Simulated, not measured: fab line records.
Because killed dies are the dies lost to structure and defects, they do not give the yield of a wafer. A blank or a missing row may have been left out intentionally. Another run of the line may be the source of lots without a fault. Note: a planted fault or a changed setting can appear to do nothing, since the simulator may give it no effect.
Chamber matching :: flow n5 finfet :: N5_BEOL_M10_STRIP_67 on rie diel-01 has 4 sister chambers
The step strips in CF4. 14 wafers are shown with their chamber, then 7 later ones without.

== EACH WAFER AND ITS CHAMBER ==
wafer: L074.2
chamber: 2
drypump motor current A (A): 5.3
showerhead plenum p Torr (Torr): 1.84
rf vpp V (V): 271.3

wafer: L074.3
chamber: 3
drypump motor current A (A): 6.0
showerhead plenum p Torr (Torr): 1.81
rf vpp V (V): 270.6

wafer: L074.4
chamber: 0
drypump motor current A (A): 6.3
showerhead plenum p Torr (Torr): 1.82
rf vpp V (V): 269.7

wafer: L081.1
chamber: 3
drypump motor current A (A): 5.9
showerhead plenum p Torr (Torr): 1.81
rf vpp V (V): 270.4

wafer: L081.3
chamber: 1
drypump motor current A (A): 5.8
showerhead plenum p Torr (Torr): 1.74
rf vpp V (V): 269.9

wafer: L081.6
chamber: 0
drypump motor current A (A): 6.3
showerhead plenum p Torr (Torr): 1.82
rf vpp V (V): 270.7

wafer: L086.2
chamber: 0
drypump motor current A (A): 6.3
showerhead plenum p Torr (Torr): 1.82
rf vpp V (V): 272.1

wafer: L086.3
chamber: 3
drypump motor current A (A): 6.0
showerhead plenum p Torr (Torr): 1.81
rf vpp V (V): 271.0

wafer: L086.6
chamber: 3
drypump motor current A (A): 6.0
showerhead plenum p Torr (Torr): 1.81
rf vpp V (V): 270.9

wafer: L088.1
chamber: 3
drypump motor current A (A): 6.0
showerhead plenum p Torr (Torr): 1.80
rf vpp V (V): 270.1

wafer: L088.5
chamber: 1
drypump motor current A (A): 5.7
showerhead plenum p Torr (Torr): 1.74
rf vpp V (V): 270.1

wafer: L088.6
chamber: 0
drypump motor current A (A): 6.3
showerhead plenum p Torr (Torr): 1.81
rf vpp V (V): 269.4

wafer: L094.1
chamber: 0
drypump motor current A (A): 6.3
showerhead plenum p Torr (Torr): 1.81
rf vpp V (V): 269.8

wafer: L094.2
chamber: 2
drypump motor current A (A): 5.3
showerhead plenum p Torr (Torr): 1.83
rf vpp V (V): 274.1

SIGNATURES (averages over the wafers above)
reading: drypump motor current A
chamber 0: 6.300
chamber 1: 5.750
chamber 2: 5.300
chamber 3: 5.980
scatter within a chamber: 0.0361

reading: showerhead plenum p Torr
chamber 0: 1.8160
chamber 1: 1.7400
chamber 2: 1.8350
chamber 3: 1.8080
scatter within a chamber: 0.005

reading: rf vpp V
chamber 0: 270.340
chamber 1: 270.000
chamber 2: 272.700
chamber 3: 270.600
scatter within a chamber: 0.964
Rule: a wafer lies at a distance from a chamber equal to the root of the sum of squares, over the readings, of (its reading less the chamber's mean, divided by the reading's scatter). The wafer belongs to the nearest chamber; if the next one is less than 2 further off, it can't be placed. How the scatter is found: for the shown wafers, subtract from each reading the mean of its chamber, square and add these, divide the total by (wafers less chambers), then take the root.

== WAFERS WHOSE CHAMBER IS MISSING ==
wafer: L094.3
drypump motor current A (A): 5.7
showerhead plenum p Torr (Torr): 1.73
rf vpp V (V): 270.1

wafer: L094.4
drypump motor current A (A): 6.0
showerhead plenum p Torr (Torr): 1.80
rf vpp V (V): 269.9

wafer: L094.5
drypump motor current A (A): 6.3
showerhead plenum p Torr (Torr): 1.81
rf vpp V (V): 271.7

wafer: L094.6
drypump motor current A (A): 5.7
showerhead plenum p Torr (Torr): 1.73
rf vpp V (V): 270.8

wafer: L096.4
drypump motor current A (A): 5.7
showerhead plenum p Torr (Torr): 1.73
rf vpp V (V): 271.4

wafer: L096.5
drypump motor current A (A): 5.7
showerhead plenum p Torr (Torr): 1.73
rf vpp V (V): 269.8

wafer: L096.6
drypump motor current A (A): 6.3
showerhead plenum p Torr (Torr): 1.81
rf vpp V (V): 271.0

== THE CHAMBER EACH PASSED THROUGH ==
wafer: L094.3
from the rows above: 1
in truth: 1

wafer: L094.4
from the rows above: 3
in truth: 3

wafer: L094.5
from the rows above: 0
in truth: 0

wafer: L094.6
from the rows above: 1
in truth: 1

wafer: L096.4
from the rows above: 1
in truth: 1

wafer: L096.5
from the rows above: 1
in truth: 1

wafer: L096.6
from the rows above: 0
in truth: 0
7 of 7 placed correctly. From these rows, 0 cannot be placed. Number placed wrongly: 0.
